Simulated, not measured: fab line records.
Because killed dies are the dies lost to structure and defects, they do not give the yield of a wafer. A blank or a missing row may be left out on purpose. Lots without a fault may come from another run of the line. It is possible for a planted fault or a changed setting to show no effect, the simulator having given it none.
Code-filled problem report in 8D (eight disciplines) form / flow n5_finfet / the parts of the form that need people (team, actions taken, sign-off) are left out

== 1. THE ISSUE ==
cd_nm at N5_BEOL_M3_CD_MEAS_28 reads a mean of 22.27 nm on 1 wafer of 1 lot; wafers without a fault read 25.69 nm with a standard deviation of 0.21. That puts it -16 standard deviations away from the usual mean.
The step: target cd 25.7 nm, target cd y 23.3 nm.
The first sign was on wafer L547.3 at day 8 20:16, on cd_sem-03. Wafers with a number at this step in the record: 24, from 8 lots. By rule, "out" or "out of limits" means more than 4 standard deviations away from the usual mean. The other wafers with a number count as sound.

== 2. WHAT IT IS, AND WHAT IT ISN'T ==
question=which readings at this step | is=cd_nm | is not=-
question=which lots | is=L547 | is not=L554, L556, L559, L560, L562, L563, L564
question=which wafers of those lots | is=L547.3 | is not=L547.2, L547.6
question=read on which gauges | is=cd_sem-03 | is not=cd_sem-02
question=when | is=from day 8 20:16 | is not=up to then (2 sound wafers); but 21 sound wafers of L554, L556, L559, L560, L562, L563, L564 came after

== 3. SUSPECTS, AND WHAT RULES EACH OUT ==
Counting: any tool at a process step up to the reading remains a suspect provided it ran every lot that is out. Sound lots after the first of them don't rule it out here, since some wafers of a struck lot are sound.
- the gauge at N5_BEOL_M3_CD_MEAS_28 has been ruled out. All the wafers that are out were read on cd_sem-03, but those of them that N5_BEOL_M4_RC_MEAS_101 has rows for are out there too, on other tools.
- rie_diel-03 at N5_BEOL_M3_ETCH_64 (etches SOC in N2/H2, target depth 75 nm, overetch 15 nm, time 112.5 s): kept. It ran the lot that is out, L547 (day 8 19:35).
- euv_scanner-01 at N5_BEOL_M3_EXPOSE_25 (exposes mask V2, defocus 5 nm): kept. It ran the lot that is out, L547 (day 8 20:07).
- At N5_BEOL_M3_ETCH_64 on rie_diel-03, chamber 3 took the sound wafers of the same lots and chamber 2 took the wafers that are out.
What counting leaves: rie_diel-03 at N5_BEOL_M3_ETCH_64 and euv_scanner-01 at N5_BEOL_M3_EXPOSE_25.

== 4. THE CAUSE (what the simulator had put in) ==
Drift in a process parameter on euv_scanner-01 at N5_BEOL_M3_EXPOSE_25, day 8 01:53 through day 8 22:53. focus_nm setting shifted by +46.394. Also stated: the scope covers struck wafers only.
2 suspects survive the count, and this tool is in that group.

== 5. SEQUENCE OF EFFECTS, ordered by route ==
Rows list readings where the struck wafers' mean (over those with a number) sits beyond 3 standard deviations from the usual. Readings are gone through only where the record gives a usual standard deviation; hours: the median, over the lots, of the time from a lot's start at the first step in this table giving one to that lot's start at this step; sigmas: the change measured in usual standard deviations.
hours=0; step=N5_BEOL_M3_CD_MEAS_28; reading=cd_nm; usual=25.69 nm; on struck wafers=22.27; change=-3.42; sigmas=-16
hours=28; step=N5_BEOL_M4_RC_MEAS_101; reading=CHAIN_V2; usual=231 ohm/link; on struck wafers=318; change=+87; sigmas=+13
hours=28; step=N5_BEOL_M4_RC_MEAS_101; reading=CHAIN_V2_max_site; usual=239 ohm/link; on struck wafers=333; change=+94; sigmas=+12
hours=132; step=N5_PASSIVATION_PROBE_49; reading=defect_limited_yield; usual=91.2 %; on struck wafers=82.7; change=-8.5; sigmas=-6.1
hours=132; step=N5_PASSIVATION_PROBE_49; reading=killed_at_M0_to_M3; usual=34; on struck wafers=138; change=+104; sigmas=+10
hours=132; step=N5_PASSIVATION_PROBE_49; reading=killed_dies; usual=104; on struck wafers=204; change=+100; sigmas=+6.2
hours=132; step=N5_PASSIVATION_PROBE_49; reading=sort_bin_5_function; usual=5.1 %; on struck wafers=12.2; change=+7.1; sigmas=+7.8
hours=132; step=N5_PASSIVATION_PROBE_49; reading=sort_n_pass; usual=1076; on struck wafers=976; change=-100; sigmas=-6.2
hours=132; step=N5_PASSIVATION_PROBE_49; reading=sort_yield_pct; usual=91.2 %; on struck wafers=82.7; change=-8.5; sigmas=-6.1
It contains these process steps:
- N5_PASSIVATION_PROBE_49

== 6. WHAT WOULD HAVE CAUGHT IT SOONER ==
Counted from the fault's start at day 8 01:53, it took 18 hours until the first out-of-limits reading at a measuring or inspecting step in this record, taken at day 8 20:16.
Each of the lots that are out, 1 in all, had begun N5_BEOL_M3_EXPOSE_25 on euv_scanner-01 no later than day 8 20:16. Tool hold at that time: it would have spared none of them.
